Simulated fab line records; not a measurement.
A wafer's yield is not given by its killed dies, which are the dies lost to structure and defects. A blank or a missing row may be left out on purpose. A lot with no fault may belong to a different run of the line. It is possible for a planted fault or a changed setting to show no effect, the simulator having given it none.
Matching of chambers / flow nand_harc / NHARC_A_STAIRCASE_ETCH_313 on rie_diel-06: 4 sister chambers
The step etches the open film in CF4/CHF3. 4 wafers are shown with their chamber, then 12 later ones without.

== WAFERS WITH THEIR CHAMBER ==
wafer=L089.4; chamber=3; drypump_motor_current_A (A)=6.1
wafer=L092.2; chamber=0; drypump_motor_current_A (A)=6.2
wafer=L092.5; chamber=2; drypump_motor_current_A (A)=5.4
wafer=L092.6; chamber=1; drypump_motor_current_A (A)=5.8

== WAFERS WITHOUT THEIR CHAMBER ==
wafer=L091.4; drypump_motor_current_A (A)=6.2
wafer=L091.5; drypump_motor_current_A (A)=5.4
wafer=L091.6; drypump_motor_current_A (A)=5.7
wafer=L095.1; drypump_motor_current_A (A)=5.7
wafer=L095.2; drypump_motor_current_A (A)=6.1
wafer=L095.6; drypump_motor_current_A (A)=5.4
wafer=L096.4; drypump_motor_current_A (A)=5.4
wafer=L096.5; drypump_motor_current_A (A)=5.4
wafer=L096.6; drypump_motor_current_A (A)=5.7
wafer=L097.2; drypump_motor_current_A (A)=6.1
wafer=L097.5; drypump_motor_current_A (A)=5.4
wafer=L097.6; drypump_motor_current_A (A)=6.1

== WHICH CHAMBER EACH WENT THROUGH ==
wafer=L091.4; from the rows above=0; in truth=0
wafer=L091.5; from the rows above=2; in truth=2
wafer=L091.6; from the rows above=1; in truth=1
wafer=L095.1; from the rows above=1; in truth=1
wafer=L095.2; from the rows above=3; in truth=3
wafer=L095.6; from the rows above=2; in truth=2
wafer=L096.4; from the rows above=2; in truth=2
wafer=L096.5; from the rows above=2; in truth=2
wafer=L096.6; from the rows above=1; in truth=1
wafer=L097.2; from the rows above=3; in truth=3
wafer=L097.5; from the rows above=2; in truth=2
wafer=L097.6; from the rows above=3; in truth=3
Correctly placed: 12 of 12. Can't be placed from these rows: 0. 0 placed wrongly.
How it was worked out, from the rows above alone: a wafer's distance from a chamber is the root of the sum, over the readings, of the square of ((its reading less the chamber's mean) divided by the reading's scatter). The wafer belongs to the nearest chamber; if the next one is less than 2 further off, it can't be placed. For every chamber, the mean is computed from those of its wafers that are shown. The scatter: root of mean squared gap, hidden wafer to nearest shown wafer, with one shown wafer a chamber.
